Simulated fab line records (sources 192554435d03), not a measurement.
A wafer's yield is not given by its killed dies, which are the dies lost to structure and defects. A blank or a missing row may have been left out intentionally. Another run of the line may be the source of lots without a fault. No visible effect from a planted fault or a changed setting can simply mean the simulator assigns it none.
fab line records    flow n5-finfet
[record] lots = 6  wafers = 18  last-day = 17
route steps=1938 shown BEOL_M7@1268 PASSIVATION@1936
lots untouched by any fault: they come from a run of this same line in which no faults occurred
start-h: the number of hours between the record's first day and the start of the first shown wafer of the lot    wait-h: time in hours since the lot's previous step    " same as the row above    L1.1+2: one row covering several wafers at once    - no value, or no start given    * or withheld: withheld    < > ~ a bound
route shown NAME@n: names a module that has steps shown in the file, with the first one's number in the route    usual: mean and standard deviation over wafers with no fault    same: alike in all rows    chamber/n: place in a boat    sites: readings site by site    _std_site: standard deviation across them    _edge_site: the outer-site mean with the inner-site mean subtracted    radius-mm: how far each site lies from the wafer's centre    mask NAME#n: copy n    behind: the tool/chamber that last shaped the wafer    hold: reason for holding the lot/hours on hold/outcome of the hold    device: transistor that didn't switch, given as n, p or np    end of line: tests run on the same wafers once the route is complete    a step without rows: its recipe alone    killed: not the wafer's yield, but the dies lost to structure and defects at the first sort    map: the dies of a wafer, with x for killed, . for not killed, _ for no die there
set.NAME: the setting as run; set.NAME@STEP: as run at that earlier step    model.NAME: the simulator's own value behind a step, which no gauge read
lots at selected steps of the route; one table per step, one row per wafer
services: when a tool's chamber went out of use (start-h, in hours from the record's first day, below 0 if earlier), for how many hours, and the reason
[[steps]]
[step N5_BEOL_M7_COAT_59]
[recipe] resist = SOC  temp-c = 250  time-s = 60  spin-rpm = 1500  resist-thk-nm = 100
[step N5_BEOL_M7_COAT_60]
[recipe] resist = SiARC  temp-c = 220  time-s = 60  spin-rpm = 1500  resist-thk-nm = 35
[step N5_BEOL_M7_COAT_05]
[recipe] resist = CAR-ArF  spin-rpm = 1500  resist-thk-nm = 90
[step N5_BEOL_M7_EBR_07]
[recipe] solvent = PGMEA  ebr-width-mm = 1.5
[step N5_BEOL_M7_SOFTBAKE_06]
[recipe] temp-c = 110  time-s = 60  resist = CAR-ArF
[step N5_BEOL_M7_EXPOSE_08]
[recipe] mask-id = M7  na = 1.35  source-shape = dipole  sigma-inner = 0.817  sigma-outer = 0.97  polarization = te  dose-mj = 68.25
[step N5_BEOL_M7_PEB_09]
[recipe] peb-temp-c = withheld  peb-time-s = 60  resist = CAR-ArF
[step N5_BEOL_M7_DEVELOP_10]
[recipe] develop-time-s = 30  developer = TMAH  resist = CAR-ArF  rinse-liquid = diw  dry = air-spin  dev-temp-c = 23
[step N5_BEOL_M7_CD_MEAS_11]
[recipe] target-cd-nm = 38.5  landing-energy-ev = 500  detector = se-inlens  polarity = opening
[usual] cd-nm = 38.8/0.53
lot.wafer  tool       chamber  start-h  wait-h  cd-nm
L976.1     cd-sem-03  0        198.88   -       38.7
L976.2     "          0        "        "       38.6
L976.4     "          0        "        "       38.3
L986.2     cd-sem-03  0        252.68   -       38.6
L986.3     "          0        "        "       38.9
L986.6     "          0        "        "       39.1
L988.1     cd-sem-02  0        261.05   -       39.2
L988.3     "          0        "        "       38.2
L988.6     "          0        "        "       38.2
L987.1     cd-sem-02  0        261.31   -       39.1
L987.4     "          0        "        "       39.6
L987.5     "          0        "        "       39.2
L995.1     cd-sem-03  0        306.02   -       38.3
L995.3     "          0        "        "       39.9
L995.6     "          0        "        "       38.9
L997.1     cd-sem-01  0        332.24   -       38.9
L997.4     "          0        "        "       38.2
L997.5     "          0        "        "       39.0
[step N5_BEOL_M7_OVL_MEAS_12]
[recipe] points-per-wafer = 44
[usual] M7_OVL = 0.3/0.71
lot.wafer  tool        chamber  start-h  wait-h  M7_OVL[nm]
L976.1     overlay-01  0        198.91   0.0     0.1
L976.2     "           0        "        "       0.5
L976.4     "           0        "        "       0.0
L986.2     overlay-02  0        252.71   0.0     0.1
L986.3     "           0        "        "       -0.3
L986.6     "           0        "        "       0.0
L988.1     overlay-01  0        261.09   0.0     1.2
L988.3     "           0        "        "       0.5
L988.6     "           0        "        "       1.1
L987.1     overlay-02  0        261.34   0.0     0.4
L987.4     "           0        "        "       0.6
L987.5     "           0        "        "       0.7
L995.1     overlay-01  0        306.05   0.0     0.9
L995.3     "           0        "        "       0.0
L995.6     "           0        "        "       0.2
L997.1     overlay-01  0        332.27   0.0     0.5
L997.4     "           0        "        "       -0.6
L997.5     "           0        "        "       0.4
[step N5_BEOL_M7_INSPECT_13]
[recipe] mode = adi  inspect-instrument = brightfield
[usual] raw-defect-count = 416/110
lot.wafer  tool               chamber  start-h  wait-h  raw-defect-count
L976.1     defect-inspect-01  -        198.93   0.0     270
L976.2     "                  -        "        "       273
L976.4     "                  -        "        "       365
L986.2     defect-inspect-01  -        252.73   0.0     275
L986.3     "                  -        "        "       357
L986.6     "                  -        "        "       344
L988.1     defect-inspect-02  -        261.11   0.0     495
L988.3     "                  -        "        "       432
L988.6     "                  -        "        "       354
L987.1     defect-inspect-01  -        261.36   0.0     403
L987.4     "                  -        "        "       315
L987.5     "                  -        "        "       283
L995.1     defect-inspect-01  -        306.08   0.0     494
L995.3     "                  -        "        "       519
L995.6     "                  -        "        "       326
L997.1     defect-inspect-01  -        332.29   0.0     524
L997.4     "                  -        "        "       338
L997.5     "                  -        "        "       366
[step N5_BEOL_M7_DESCUM_16]
[recipe] chemistry = O2  time-s = 7.9  source-power-w = 50  bias-power-w = 20  pressure-mtorr = 20  rf-frequency-hz = 2.712e+07  temp-c = 40  resist = CAR-ArF  o2-flow-sccm = 225
[usual] drypump-motor-current-A = 5.9/0.46  oes-product-au = 0.78/0.086  rf-vpp-V = 243.4/1.6  showerhead-plenum-p-Torr = 2.11/0.084  throttle-valve-pct = 20.4/0.36
lot.wafer  tool         chamber  start-h  wait-h  drypump-motor-current-A  oes-product-au  rf-hours-counter-h  rf-vpp-V  showerhead-plenum-p-Torr  throttle-valve-pct
L976.1     rie-diel-06  1        199.02   0.1     6.5                      0.89            44                  242.7     2.06                      20.3
L976.2     "            2        "        "       6.1                      0.70            194                 241.7     2.01                      21.0
L976.4     "            3        "        "       5.8                      0.89            38                  240.4     2.06                      20.4
L986.2     rie-diel-02  2        252.79   0.1     5.1                      0.79            100                 242.2     2.10                      20.5
L986.3     "            0        "        "       5.8                      0.70            209                 244.0     2.17                      20.6
L986.6     "            1        "        "       5.7                      0.85            -                   245.3     2.23                      20.0
L988.1     rie-diel-02  1        261.16   0.0     5.7                      0.83            54                  245.7     2.23                      20.0
L988.3     "            2        "        "       5.1                      0.79            103                 242.3     2.10                      20.5
L988.6     "            0        "        "       5.8                      0.69            -                   244.0     2.17                      20.6
L987.1     rie-diel-02  1        261.41   0.1     5.7                      0.83            54                  245.1     2.23                      20.0
L987.4     "            2        "        "       5.1                      0.79            103                 243.0     2.10                      20.5
L987.5     "            1        "        "       5.7                      0.84            -                   246.2     2.23                      20.0
L995.1     rie-diel-01  1        306.19   0.1     5.5                      0.70            232                 243.4     2.18                      20.9
L995.3     "            3        "        "       6.1                      0.94            8                   244.5     2.24                      20.0
L995.6     "            3        "        "       6.0                      0.95            -                   245.1     2.24                      20.0
L997.1     rie-diel-01  0        332.33   0.0     5.6                      0.80            82                  243.5     2.10                      19.8
L997.4     "            1        "        "       5.5                      0.69            239                 244.6     2.18                      20.9
L997.5     "            1        "        "       5.5                      0.69            -                   241.9     2.18                      20.9
[step N5_BEOL_M7_ETCH_61]
[recipe] chemistry = CF4  target = SiARC  target-depth-a = 455  mask-material = CAR-ArF  time-s = 75.8  ion-energy-ev = 80  pressure-mtorr = 40  source-w = 545  bias-w = 36  Ar_flow_sccm = 100  cf4-flow-sccm = 100  ends = cleared
[usual] drypump-motor-current-A = 5.9/0.46  etch-rf-on-time-s = 78.6/2  oes-product-au = 0.65/0.075  rf-fwd-power-W = 539.7/2.2  rf-vpp-V = 184.3/1.3  showerhead-plenum-p-Torr = 2.15/0.075  throttle-valve-pct = 15.55/0.29
lot.wafer  tool         chamber  start-h  wait-h  drypump-motor-current-A  etch-rf-on-time-s  oes-product-au  rf-fwd-power-W  rf-hours-counter-h  rf-vpp-V  showerhead-plenum-p-Torr  throttle-valve-pct
L976.1     rie-diel-06  1        199.06   0.0     6.4                      77.5               0.75            539.1           44                  182.9     2.10                      15.33
L976.2     "            2        "        "       6.1                      79.5               0.60            540.1           194                 181.7     2.04                      16.04
L976.4     "            3        "        "       5.8                      78.9               0.74            542.1           38                  184.3     2.10                      15.45
L986.2     rie-diel-02  2        252.82   0.0     5.1                      79.3               0.66            538.3           100                 184.4     2.16                      15.64
L986.3     "            0        "        "       5.8                      80.3               0.58            543.3           209                 185.3     2.18                      15.60
L986.6     "            1        "        "       5.8                      77.9               0.73            540.3           -                   184.7     2.25                      15.17
L988.1     rie-diel-02  1        261.19   0.0     5.7                      65.0               0.80            666.8           54                  174.1     2.25                      15.18
L988.3     "            2        "        "       5.1                      66.0               0.73            669.1           103                 170.9     2.15                      15.64
L988.6     "            0        "        "       5.8                      66.9               0.63            667.6           -                   172.0     2.18                      15.62
L987.1     rie-diel-02  1        261.45   0.0     5.7                      65.2               0.80            666.9           54                  173.2     2.25                      15.17
L987.4     "            2        "        "       5.1                      66.3               0.72            669.4           103                 171.1     2.15                      15.65
L987.5     "            1        "        "       5.8                      65.5               0.80            666.7           -                   171.4     2.25                      15.18
L995.1     rie-diel-01  1        306.22   0.0     5.5                      76.5               0.60            538.3           232                 185.0     2.20                      15.89
L995.3     "            3        "        "       6.0                      78.8               0.79            539.7           8                   186.0     2.27                      15.20
L995.6     "            3        "        "       6.0                      78.8               0.79            542.5           -                   185.9     2.27                      15.19
L997.1     rie-diel-01  0        332.36   0.0     5.6                      76.1               0.70            535.0           82                  185.3     2.15                      15.15
L997.4     "            1        "        "       5.5                      75.1               0.59            537.4           239                 185.3     2.19                      15.90
L997.5     "            1        "        "       5.5                      75.3               0.60            539.9           -                   184.6     2.19                      15.89
[step N5_BEOL_M7_ETCH_62]
[recipe] chemistry = N2/H2  target = SOC  target-depth-a = 1100  overetch-a = 220  mask-material = SiARC  temp-c = 40  time-s = 165  ion-energy-ev = 200  pressure-mtorr = 30  source-w = 840  bias-w = 150  n2-flow-sccm = 200  h2-flow-sccm = 200
[usual] drypump-motor-current-A = 5.9/0.46  oes-product-au = 0.66/0.074  rf-fwd-power-W = 837.5/2.6  rf-vpp-V = 524.2/2.7  showerhead-plenum-p-Torr = 2.56/0.099  throttle-valve-pct = 17.8/0.32
lot.wafer  tool         chamber  start-h  wait-h  drypump-motor-current-A  oes-product-au  rf-fwd-power-W  rf-hours-counter-h  rf-vpp-V  showerhead-plenum-p-Torr  throttle-valve-pct
L976.1     rie-diel-06  1        199.11   0.0     6.5                      0.76            836.6           44                  520.9     2.49                      17.6
L976.2     "            2        "        "       6.1                      0.61            834.8           194                 520.6     2.44                      18.5
L976.4     "            3        "        "       5.8                      0.75            838.7           38                  521.3     2.48                      17.7
L986.2     rie-diel-02  2        252.88   0.0     5.1                      0.67            836.8           100                 524.9     2.54                      17.7
L986.3     "            0        "        "       5.8                      0.59            840.7           209                 524.9     2.63                      17.9
L986.6     "            1        "        "       5.7                      0.73            839.6           -                   527.4     2.70                      17.5
L988.1     rie-diel-02  1        261.25   0.0     5.7                      0.72            833.9           54                  526.3     2.70                      17.5
L988.3     "            2        "        "       5.1                      0.67            837.6           103                 525.2     2.54                      17.7
L988.6     "            0        "        "       5.8                      0.59            836.1           -                   526.2     2.62                      17.9
L987.1     rie-diel-02  1        261.50   0.0     5.8                      0.73            836.3           54                  528.0     2.70                      17.4
L987.4     "            2        "        "       5.1                      0.66            838.1           103                 523.8     2.54                      17.7
L987.5     "            1        "        "       5.7                      0.73            837.7           -                   527.2     2.70                      17.4
L995.1     rie-diel-01  1        306.28   0.0     5.5                      0.59            835.3           232                 523.8     2.61                      18.1
L995.3     "            3        "        "       6.1                      0.80            840.8           8                   528.1     2.72                      17.4
L995.6     "            3        "        "       6.0                      0.80            837.0           -                   528.3     2.72                      17.4
L997.1     rie-diel-01  0        332.42   0.0     5.7                      0.70            833.2           82                  525.3     2.57                      17.3
L997.4     "            1        "        "       5.5                      0.58            837.6           239                 525.6     2.61                      18.1
L997.5     "            1        "        "       5.5                      0.59            835.1           -                   525.2     2.61                      18.1
[step N5_PASSIVATION_PROBE_49]
[usual] defect-limited-yield = 91.7/1.4  killed_at_M0_to_M3 = 32/9.7  killed_at_M4_up = 14/5.5  killed-at-contacts = 13/6.1  killed-at-front-end = 35/10  killed-at-other = 4.2/2.9  killed-dies = 98/17  killed-open = 63/12  killed-short = 32/7.7  sort_bin_5_function = 4.8/0.9  sort_bin_6_memory = 3.1/0.63  sort_bin_8_speed = 1/3.3  sort-n-pass = 1073/41  sort-yield-pct = 91/3.5
[same] gross-dies = 1180  killed-at-back-side = 0  sort_bin_4_leakage[%] = 0
lot.wafer  tool       chamber  start-h  wait-h  defect-limited-yield[%]  killed_at_M0_to_M3  killed_at_M4_up  killed-at-contacts  killed-at-front-end  killed-at-other  killed-dies  killed-open  killed-short  sort_bin_5_function[%]  sort_bin_6_memory[%]  sort_bin_8_speed[%]  sort-n-pass  sort-yield-pct[%]
L976.1     prober-02  -        279.08   0.0     90.6                     31                  11               18                  46                   5                111          72           36            4.7                     4.4                   0                    1069         91
L976.2     prober-02  -        279.13   0.1     91.4                     32                  7                23                  36                   3                101          67           32            5.3                     3.1                   0                    1079         91
L976.4     prober-02  -        279.23   0.2     91.1                     28                  10               12                  54                   1                105          69           26            4.9                     3.1                   0                    1075         91
L988.1     prober-02  -        342.05   0.0     90.3                     50                  11               8                   35                   10               114          66           48            5.8                     3.6                   0                    1066         90
L988.3     prober-02  -        342.15   0.1     92.3                     18                  17               13                  37                   6                91           52           37            4.4                     3.1                   0                    1089         92
L988.6     prober-02  -        342.30   0.3     91.2                     32                  12               5                   47                   8                104          69           33            4.5                     4.1                   0                    1076         91
// killed by level:class
L976.1 MOL_CONTACT_COAG:geometric-particle:open=15 STI_FIN_REVEAL:geometric-particle:open=14 BEOL_M0_SAQP:geometric-particle:short=11 BEOL_M3:geometric-particle:open=11 GATE_CUT:geometric-particle:short=7 GATE_CUT:geometric-particle:open=5 BEOL_M4:geometric-particle:open=5 DUMMY_GATE:geometric-particle:open=4
L976.2 MOL_CONTACT_COAG:geometric-particle:open=18 BEOL_M0_SAQP:geometric-particle:open=10 STI_FIN_REVEAL:geometric-particle:open=9 FIN_SAQP:geometric-particle:short=8 BEOL_M0_SAQP:geometric-particle:short=8 BEOL_M3:geometric-particle:open=7 FIN_SAQP:geometric-particle:open=6 MOL_CONTACT_COAG:geometric-particle:short=5
L976.4 STI_FIN_REVEAL:geometric-particle:open=12 MOL_CONTACT_COAG:geometric-particle:open=12 FIN_SAQP:geometric-particle:open=11 HKMG_FIN:area-etch=8 BEOL_M0_SAQP:geometric-particle:open=7 BEOL_M0_SAQP:geometric-particle:short=7 BEOL_M3:geometric-particle:open=7 FIN_SAQP:geometric-particle:short=5
L988.1 BEOL_M1:geometric-particle:open=10 FIN_SAQP:geometric-particle:short=8 FIN_SAQP:geometric-particle:open=8 BEOL_M0:geometric-particle:short=8 BEOL_M0_SAQP:geometric-particle:short=7 BEOL_M2:geometric-particle:open=7 BEOL_M0_SAQP:geometric-particle:open=6 MOL_CONTACT_COAG:geometric-particle:open=5
L988.3 MOL_CONTACT_COAG:geometric-particle:open=10 BEOL_M4:geometric-particle:open=10 FIN_SAQP:geometric-particle:short=9 FIN_SAQP:geometric-particle:open=6 BEOL_M0_SAQP:geometric-particle:short=6 DUMMY_GATE:geometric-particle:open=4 ILD0:geometric-particle:short=4 STARTING-WAFER:geometric-particle:short=4
L988.6 FIN_SAQP:geometric-particle:open=13 DUMMY_GATE:geometric-particle:open=9 BEOL_M2:geometric-particle:open=8 BEOL_M0_SAQP:geometric-particle:open=5 MOL_CONTACT_COAG:geometric-particle:open=5 BEOL_M1:geometric-particle:open=5 FIN_SAQP:geometric-particle:short=4 BEOL_M0_SAQP:geometric-particle:short=4
[[services]]
tool         chamber  start-h  hours  kind
rie-diel-02  1        176.33   5.3    repair
rie-diel-01  3        198.80   7.3    repair
rie-diel-01  3        211.77   18.5   repair
rie-diel-01  3        268.96   -      clean
rie-diel-01  3        268.96   -      consumable-replace:focus-ring
rie-diel-01  3        268.96   -      consumable-replace:showerhead
rie-diel-01  3        268.96   16.1   scheduled-down
rie-diel-01  3        268.96   16.1   vent-cycle
rie-diel-02  3        289.51   -      clean
rie-diel-02  3        289.51   -      consumable-replace:focus-ring
rie-diel-02  3        289.51   -      consumable-replace:showerhead
rie-diel-02  3        289.51   19.7   scheduled-down
rie-diel-02  3        289.51   19.7   vent-cycle
rie-diel-01  2        294.63   -      clean
rie-diel-01  2        294.63   -      consumable-replace:focus-ring
rie-diel-01  2        294.63   -      consumable-replace:showerhead
rie-diel-01  2        294.63   22.6   scheduled-down
rie-diel-01  2        294.63   22.6   vent-cycle
rie-diel-06  2        307.54   9.9    repair
rie-diel-06  3        329.67   5.2    repair
[[key]]
[first-sign] step = N5_BEOL_M7_ETCH_61  reading = rf-fwd-power-W  direction = up  sigmas = 58  usual = *  struck = *
[effect] step = N5_BEOL_M7_ETCH_61  reading = rf-vpp-V  direction = down  sigmas = 9.2  usual = 184.3  struck = 172.1
met-at N5_BEOL_M7_ETCH_61
struck-wafers L987.1,L987.4,L987.5,L988.1,L988.3,L988.6
onset-between 252.82 261.19
[fault] kind = process-parameter-drift  tool = rie-diel-02  chamber = -  onset-h = 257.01  steps = N5_BEOL_M7_ETCH_61  channel = source-w  offset = 130.8  shape = step  end-h = 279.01  acts-in = these-recipes-only  stated = 545
